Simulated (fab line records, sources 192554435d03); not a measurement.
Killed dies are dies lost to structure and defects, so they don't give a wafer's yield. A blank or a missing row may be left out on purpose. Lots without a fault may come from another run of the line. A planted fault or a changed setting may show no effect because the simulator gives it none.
Chamber matching | flow n5_finfet | N5_SD_EPI_P_ETCHBACK_46 on rie_diel-03: 4 sister chambers
The step etches SiNx in CH3F/O2, stops on SiO2, target depth 17.5 nm. 4 wafers are shown with their chamber, then 8 later ones without.

WAFERS WITH THEIR CHAMBER
wafer  | chamber | showerhead_plenum_p_Torr (Torr)
L082.1 | 3       | 2.07
L082.4 | 2       | 1.99
L083.1 | 0       | 2.05
L084.3 | 1       | 2.05

WAFERS WITHOUT THEIR CHAMBER
wafer  | showerhead_plenum_p_Torr (Torr)
L084.4 | 2.05
L084.6 | 1.99
L094.3 | 2.06
L094.5 | 2.04
L094.6 | 1.98
L097.1 | 1.98
L097.3 | 2.04
L097.6 | 2.06

WHICH CHAMBER EACH WENT THROUGH
wafer  | from the rows above          | in truth
L084.4 | can't be placed: 0 or 1      | 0
L084.6 | 2                            | 2
L094.3 | can't be placed: 3 or 0 or 1 | 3
L094.5 | can't be placed: 0 or 1      | 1
L094.6 | 2                            | 2
L097.1 | 2                            | 2
L097.3 | can't be placed: 0 or 1      | 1
L097.6 | can't be placed: 3 or 0 or 1 | 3
Placed correctly: 3 of 8. Can't be placed from these rows: 5 (the true chamber is among the candidates in 5). Placed wrongly: 0.
How it was worked out, from the rows above alone: a wafer's distance from a chamber is the root of the sum, over the readings, of the square of ((its reading less the chamber's mean) divided by the reading's scatter). The wafer belongs to the nearest chamber; if the next one is less than 2 further off, it can't be placed. A chamber's mean is the mean of its shown wafers. The scatter: with one shown wafer a chamber, the root of the mean of the squares of how far each hidden wafer lies from its nearest shown one.
